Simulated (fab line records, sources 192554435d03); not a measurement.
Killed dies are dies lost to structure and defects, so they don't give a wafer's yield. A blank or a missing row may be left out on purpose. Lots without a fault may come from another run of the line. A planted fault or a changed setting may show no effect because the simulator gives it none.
fab line records | flow n5_finfet | part 2 of 2: steps 4 to 6 of 6
record lots=23 wafers=69 last_day=18
route steps=1938 shown GATE_CUT@496 MOL_CONTACT_COAG@532
lots that met no fault: from a run of the same line without faults
start_h: hours from the record's first day to the start of the lot's first wafer shown | wait_h: hours since the lot's step before | " the same as in the row above | L1.1+2: a row that stands for several wafers | - no value, or no start given | * or withheld: withheld | < > ~ a bound
route shown NAME@n: a module of which the file shows steps, and the number in the route of the first | usual: mean/standard deviation of fault-free wafers | same: alike in all rows | chamber/n: place in a boat | sites: the reading at each site | _std_site: their standard deviation | _edge_site: outer sites' mean less inner sites' | radius_mm: how far each site lies from the wafer's centre | mask NAME#n: copy n | behind: the tool/chamber that last shaped the wafer | hold: why the lot was held/for how many hours/how that ended | device: the transistor (n, p or np) that didn't switch | end of line: the same wafers' tests at the end of the route | a step without rows: its recipe alone | killed: dies lost to structure and defects at the first sort, not the wafer's yield | map: a wafer's dies, x killed, . not, _ none there
set.NAME: the setting as run; set.NAME@STEP: as run at that earlier step | model.NAME: the simulator's own value behind a step, which no gauge read
steps of the route over a sample of lots; a table a step, a row a wafer
services: from which hour (start_h, from the record's first day; less than 0 if before it) a tool's chamber was out of use, for how many hours, and why
## steps
# step N5_MOL_CONTACT_COAG_STRIP_98
# recipe chemistry=N2/H2 power_w=500 temp_c=40 pressure_mtorr=50 rf_frequency_hz=6e+07 overash_fraction=0.3 bias_power_w=8 h2_frac=0.5 n2_flow_sccm=300 h2_flow_sccm=300
# usual drypump_motor_current_A=5.9/0.47 oes_product_au=0.80/0.076 rf_vpp_V=54.6/1.5 showerhead_plenum_p_Torr=3.44/0.11 throttle_valve_pct=18.7/0.49
# columns lot.wafer tool chamber start_h wait_h drypump_motor_current_A oes_product_au rf_hours_counter_h rf_vpp_V showerhead_plenum_p_Torr throttle_valve_pct
L074.2 rie_diel-04 3 87.46 0.0 6.3 0.89 46 52.9 3.44 19.1
L074.4 " 2 " " 6.3 0.84 57 57.2 3.58 19.0
L074.5 " 2 " " 6.3 0.85 - 51.6 3.58 19.0
L075.1 rie_diel-04 0 93.50 0.0 5.0 0.91 21 55.6 3.25 18.1
L075.4 " 3 " " 6.3 0.88 47 51.0 3.44 19.1
L075.6 " 1 " " 5.8 0.71 - 53.2 3.49 19.1
L076.2 rie_diel-06 0 97.39 0.0 6.4 0.74 172 53.3 3.50 19.4
L076.5 " 3 " " 5.0 0.76 - 55.7 3.52 19.3
L076.6 " 2 " " 5.9 0.69 - 54.5 3.27 18.4
L077.1 rie_diel-04 2 107.41 0.0 6.4 0.84 65 53.7 3.58 19.0
L077.4 " 1 " " 5.8 0.72 205 55.1 3.48 19.1
L077.6 " 3 " " 6.3 0.85 - 55.9 3.44 19.1
L078.1 rie_diel-05 3 109.86 0.0 5.9 0.72 195 54.9 3.44 18.0
L078.3 " 2 " " 5.4 0.87 57 56.8 3.28 18.4
L078.6 " 2 " " 5.4 0.87 - 56.5 3.28 18.4
L080.3 rie_diel-05 1 127.17 0.0 5.8 0.77 130 51.5 3.51 19.3
L080.4 " 0 " " 6.2 0.93 13 55.4 3.53 18.2
L080.5 " 1 " " 5.8 0.75 - 54.3 3.51 19.2
L081.1 rie_diel-05 2 130.38 0.0 5.5 0.85 63 54.3 3.28 18.4
L081.5 " 0 " " 6.2 0.92 - 54.8 3.53 18.2
L081.6 " 3 " " 5.8 0.72 - 54.8 3.44 18.0
L082.1 rie_diel-06 1 144.23 0.0 6.5 0.87 36 55.4 3.54 18.4
L082.5 " 1 " " 6.5 0.88 - 54.6 3.54 18.4
L082.6 " 0 " " 6.3 0.74 - 54.9 3.49 19.4
L083.2 rie_diel-05 3 151.53 0.0 5.9 0.71 210 54.4 3.43 18.0
L083.3 " 2 " " 5.5 0.84 66 52.9 3.28 18.4
L083.4 " 1 " " 5.9 0.76 139 55.7 3.50 19.2
L085.1 rie_diel-05 3 154.85 0.0 5.9 0.71 210 54.0 3.43 18.0
L085.3 " 0 " " 6.2 0.90 23 56.2 3.53 18.2
L085.4 " 2 " " 5.4 0.86 67 52.7 3.28 18.5
L084.1 rie_diel-04 0 156.16 0.0 5.0 0.87 43 54.2 3.24 18.2
L084.2 " 3 " " 6.3 0.85 67 54.7 3.43 19.1
L084.3 " 1 " " 5.8 0.70 221 55.0 3.47 19.1
L086.1 rie_diel-06 0 163.21 0.0 6.4 0.73 197 56.1 3.48 19.4
L086.3 " 3 " " 5.0 0.75 170 52.5 3.51 19.3
L086.5 " 3 " " 5.0 0.77 - 56.3 3.51 19.3
L088.1 rie_diel-04 1 175.91 0.0 5.8 0.69 227 56.4 3.47 19.1
L088.2 " 2 " " 6.3 0.82 85 55.3 3.57 19.1
L088.5 " 0 " " 5.0 0.86 - 53.5 3.24 18.2
L087.3 rie_diel-04 3 176.36 0.0 6.3 0.85 74 55.4 3.43 19.2
L087.4 " 0 " " 5.0 0.87 49 54.9 3.24 18.2
L087.5 " 3 " " 6.3 0.84 - 53.8 3.43 19.1
L089.1 rie_diel-06 2 184.31 0.0 5.9 1.00 3 57.3 3.26 18.1
L089.4 " 1 " " 6.5 0.87 50 54.7 3.53 18.4
L089.6 " 3 " " 5.0 0.75 - 56.2 3.50 19.3
L090.1 rie_diel-05 3 195.99 0.0 5.9 0.71 224 55.1 3.42 18.0
L090.2 " 1 " " 5.8 0.74 154 53.5 3.49 19.3
L090.3 " 0 " " 6.2 0.87 37 55.3 3.52 18.3
L091.1 rie_diel-06 2 197.81 0.0 5.9 0.98 7 53.2 3.26 18.0
L091.3 " 1 " " 6.5 0.85 54 54.6 3.53 18.4
L091.6 " 2 " " 5.9 0.97 - 55.9 3.26 18.0
L092.1 rie_diel-05 2 209.97 0.0 5.4 0.82 85 53.7 3.27 18.5
L092.4 " 0 " " 6.3 0.88 42 55.0 3.52 18.3
L092.6 " 3 " " 5.9 0.70 - 53.4 3.42 18.1
L094.1 rie_diel-05 2 210.39 0.0 5.5 0.81 85 53.3 3.27 18.5
L094.2 " 1 " " 5.8 0.74 158 54.8 3.49 19.3
L094.5 " 1 " " 5.8 0.74 - 56.0 3.49 19.3
L093.3 rie_diel-05 3 211.22 0.0 5.9 0.70 229 53.2 3.42 18.1
L093.4 " 0 " " 6.2 0.85 42 53.8 3.52 18.2
L093.5 " 0 " " 6.2 0.89 - 55.7 3.52 18.3
L095.1 rie_diel-05 0 217.27 0.0 6.2 0.85 44 57.9 3.52 18.3
L095.2 " 3 " " 5.8 0.71 230 55.2 3.42 18.1
L095.5 " 0 " " 6.2 0.86 - 57.4 3.52 18.3
L096.1 rie_diel-04 0 221.85 0.0 5.0 0.85 62 51.7 3.23 18.2
L096.2 " 1 " " 5.8 0.67 246 53.0 3.46 19.2
L096.6 " 3 " " 6.3 0.82 - 52.2 3.42 19.2
L097.1 rie_diel-04 0 231.12 0.0 5.0 0.84 65 54.9 3.23 18.2
L097.3 " 2 " " 6.3 0.80 107 54.4 3.55 19.1
L097.5 " 1 " " 5.8 0.68 - 54.9 3.46 19.2
# step N5_MOL_CONTACT_COAG_SIL_ANNEAL_21
# recipe temp_c=550 time_s=60 ambient=N2
# usual lamp_power_pct=6.1/0.65 wafer_temp_C_max=552.9/1.2
# columns lot.wafer tool chamber start_h wait_h lamp_power_pct wafer_temp_C_max
L074.2 rtp_anneal-01 0 89.10 0.2 6.8 551.5
L074.4 " 0 " " 6.8 551.2
L074.5 " 0 " " 6.8 551.1
L075.1 rtp_anneal-01 0 95.05 0.2 6.8 551.9
L075.4 " 0 " " 6.8 551.1
L075.6 " 0 " " 6.8 551.7
L076.2 rtp_anneal-02 0 98.56 0.3 5.5 553.0
L076.5 " 0 " " 5.5 553.7
L076.6 " 0 " " 5.5 554.9
L077.1 rtp_anneal-01 0 108.43 0.2 6.8 552.9
L077.4 " 0 " " 6.8 552.8
L077.6 " 0 " " 6.8 552.5
L078.1 rtp_anneal-02 0 110.93 0.2 5.5 553.3
L078.3 " 0 " " 5.5 554.1
L078.6 " 0 " " 5.5 554.1
L080.3 rtp_anneal-02 0 128.31 0.3 5.5 553.9
L080.4 " 0 " " 5.5 554.6
L080.5 " 0 " " 5.5 553.4
L081.1 rtp_anneal-02 0 132.51 0.2 5.5 554.3
L081.5 " 0 " " 5.5 553.6
L081.6 " 0 " " 5.5 553.4
L082.1 rtp_anneal-01 0 145.78 0.2 6.8 552.1
L082.5 " 0 " " 6.8 551.7
L082.6 " 0 " " 6.8 552.1
L083.2 rtp_anneal-01 0 154.57 0.2 6.8 551.9
L083.3 " 0 " " 6.8 551.9
L083.4 " 0 " " 6.8 551.5
L085.1 rtp_anneal-01 0 155.89 0.2 6.8 552.0
L085.3 " 0 " " 6.8 551.2
L085.4 " 0 " " 6.8 551.7
L084.1 rtp_anneal-01 0 157.36 0.3 6.8 552.1
L084.2 " 0 " " 6.8 551.5
L084.3 " 0 " " 6.8 551.9
L086.1 rtp_anneal-01 0 164.31 0.2 6.8 551.8
L086.3 " 0 " " 6.8 551.0
L086.5 " 0 " " 6.8 552.4
L088.1 rtp_anneal-02 0 176.95 0.2 5.5 553.5
L088.2 " 0 " " 5.5 554.6
L088.5 " 0 " " 5.5 554.1
L087.3 rtp_anneal-02 0 177.47 0.3 5.5 553.0
L087.4 " 0 " " 5.5 553.4
L087.5 " 0 " " 5.5 553.0
L089.1 rtp_anneal-01 0 185.89 0.2 6.8 551.9
L089.4 " 0 " " 6.8 551.5
L089.6 " 0 " " 6.8 551.9
L090.1 rtp_anneal-01 0 197.52 0.2 6.8 551.8
L090.2 " 0 " " 6.8 551.8
L090.3 " 0 " " 6.8 551.2
L091.1 rtp_anneal-02 0 198.90 0.2 5.5 554.1
L091.3 " 0 " " 5.5 555.5
L091.6 " 0 " " 5.5 553.5
L092.1 rtp_anneal-02 0 211.23 0.2 5.5 553.3
L092.4 " 0 " " 5.5 553.7
L092.6 " 0 " " 5.5 555.3
L094.1 rtp_anneal-02 0 211.68 0.3 5.5 553.0
L094.2 " 0 " " 5.5 553.6
L094.5 " 0 " " 5.5 554.4
L093.3 rtp_anneal-01 0 212.68 0.4 6.8 552.7
L093.4 " 0 " " 6.8 551.6
L093.5 " 0 " " 6.8 552.7
L095.1 rtp_anneal-02 0 220.11 0.2 5.5 553.2
L095.2 " 0 " " 5.5 552.6
L095.5 " 0 " " 5.5 554.7
L096.1 rtp_anneal-02 0 223.96 0.2 5.5 553.5
L096.2 " 0 " " 5.5 553.4
L096.6 " 0 " " 5.5 553.4
L097.1 rtp_anneal-02 0 233.30 0.2 5.5 554.0
L097.3 " 0 " " 5.5 555.2
L097.5 " 0 " " 5.5 553.6
# step N5_MOL_CONTACT_COAG_ALD_27
# recipe material=SiOC target_thk_a=170 temp_c=400 ald_precursor_family=carbosiloxane ald_co_reactant=H2-plasma pulse_time_s=1.5 time_s=2720 purge_time_s=2 co_reactant_purge_time_s=2 ald_cycles=340 pressure_torr=2
# usual heater_power_w=855/140 precursor_pulse_height_rel=0.997/0.021
# columns lot.wafer tool chamber start_h wait_h heater_power_w precursor_pulse_height_rel since_wet_clean_h
L074.2 ald_sin-01 0 95.82 0.0 936 1.021 285
L074.4 " 2 " " 729 0.988 285
L074.5 " 1 " " 585 0.986 -
L075.1 ald_sin-02 3 99.17 0.1 923 0.993 197
L075.4 " 2 " " 881 1.002 197
L075.6 " 0 " " 921 0.997 -
L076.2 ald_sin-01 3 102.86 0.1 1077 1.002 292
L076.5 " 0 " " 958 0.992 -
L076.6 " 1 " " 585 0.948 -
L077.1 ald_sin-03 0 113.19 0.0 910 0.940 106
L077.4 " 2 " " 706 1.002 106
L077.6 " 3 " " 852 0.972 -
L078.1 ald_sin-02 0 114.25 0.0 908 0.965 212
L078.3 " 2 " " 886 0.987 212
L078.6 " 0 " " 921 0.989 -
L080.3 ald_sin-01 1 134.32 0.0 614 0.995 324
L080.4 " 2 " " 710 0.999 324
L080.5 " 0 " " 955 0.993 -
L081.1 ald_sin-01 0 141.36 0.0 955 0.993 331
L081.5 " 0 " " 933 1.011 -
L081.6 " 3 " " 1066 0.985 -
L082.1 ald_sin-02 2 152.17 0.5 860 1.021 250
L082.5 " 0 " " 911 0.982 -
L082.6 " 3 " " 899 0.961 -
L083.2 ald_sin-01 2 158.25 0.0 706 1.000 348
L083.3 " 1 " " 605 0.992 348
L083.4 " 3 " " 1083 0.997 348
L085.1 ald_sin-03 1 159.25 0.0 938 0.991 152
L085.3 " 0 " " 899 0.976 152
L085.4 " 2 " " 722 0.995 152
L084.1 ald_sin-01 2 162.05 0.0 729 1.014 352
L084.2 " 1 " " 586 1.009 352
L084.3 " 3 " " 1090 0.997 352
L086.1 ald_sin-01 0 170.46 0.0 915 0.955 360
L086.3 " 3 " " 1064 0.996 360
L086.5 " 0 " " 921 0.995 -
L088.1 ald_sin-02 3 182.13 0.0 926 0.992 280
L088.2 " 0 " " 893 1.009 280
L088.5 " 3 " " 889 1.006 -
L087.3 ald_sin-03 2 183.58 0.0 703 0.969 176
L087.4 " 1 " " 967 0.989 176
L087.5 " 1 " " 953 0.957 -
L089.1 ald_sin-02 3 192.67 2.4 887 1.011 291
L089.4 " 2 " " 878 1.011 291
L089.6 " 3 " " 924 1.006 -
L090.1 ald_sin-03 3 201.73 0.0 864 0.987 194
L090.2 " 1 " " 981 0.983 194
L090.3 " 2 " " 698 1.021 194
L091.1 ald_sin-02 0 206.34 0.0 896 0.988 304
L091.3 " 3 " " 901 0.970 304
L091.6 " 3 " " 910 1.000 -
L092.1 ald_sin-01 1 216.04 0.0 560 1.001 24
L092.4 " 2 " " 768 0.975 24
L092.6 " 1 " " 550 0.991 -
L094.1 ald_sin-01 3 217.74 0.0 1073 0.982 25
L094.2 " 0 " " 924 1.005 25
L094.5 " 0 " " 921 0.959 -
L093.3 ald_sin-02 1 220.10 0.0 744 1.010 318
L093.4 " 2 " " 862 1.023 318
L093.5 " 3 " " 904 1.014 -
L095.1 ald_sin-01 0 225.78 0.0 934 0.993 33
L095.2 " 3 " " 1105 1.027 33
L095.5 " 0 " " 945 0.984 -
L096.1 ald_sin-01 2 229.56 0.0 772 1.014 37
L096.2 " 0 " " 921 1.031 37
L096.6 " 3 " " 1062 1.016 -
L097.1 ald_sin-02 3 239.90 0.1 919 1.023 338
L097.3 " 0 " " 918 1.016 338
L097.5 " 0 " " 917 0.990 -
## services
# columns tool chamber start_h hours kind
rie_diel-06 2 59.96 2.2 repair
ald_sin-01 3 63.61 4.6 repair
rie_diel-04 1 65.80 6.9 repair
ald_sin-01 3 79.10 6.3 repair
ald_sin-04 - 87.26 14.0 pm
ald_sin-03 - 95.80 0.5 repair
rie_diel-03 3 101.29 10.9 repair
rie_diel-01 - 109.57 5.3 repair
rie_diel-01 1 126.45 15.1 repair
rie_diel-05 2 133.03 8.9 repair
rie_diel-04 - 137.93 0.3 repair
ald_sin-03 3 142.01 13.5 repair
rie_diel-03 3 146.00 3.7 repair
rie_diel-06 - 176.36 0.6 repair
ald_sin-01 - 178.72 14.0 pm
ald_sin-04 - 188.60 1.9 repair
rie_diel-01 1 197.73 6.1 repair
ald_sin-04 2 200.11 3.1 repair
ald_sin-03 3 206.32 3.6 repair
ald_sin-03 - 207.72 6.0 pm
rie_diel-01 1 210.44 1.8 repair
ald_sin-02 1 211.30 8.4 repair
rie_diel-02 - 212.13 28.1 pm
ald_sin-02 2 231.02 9.1 repair
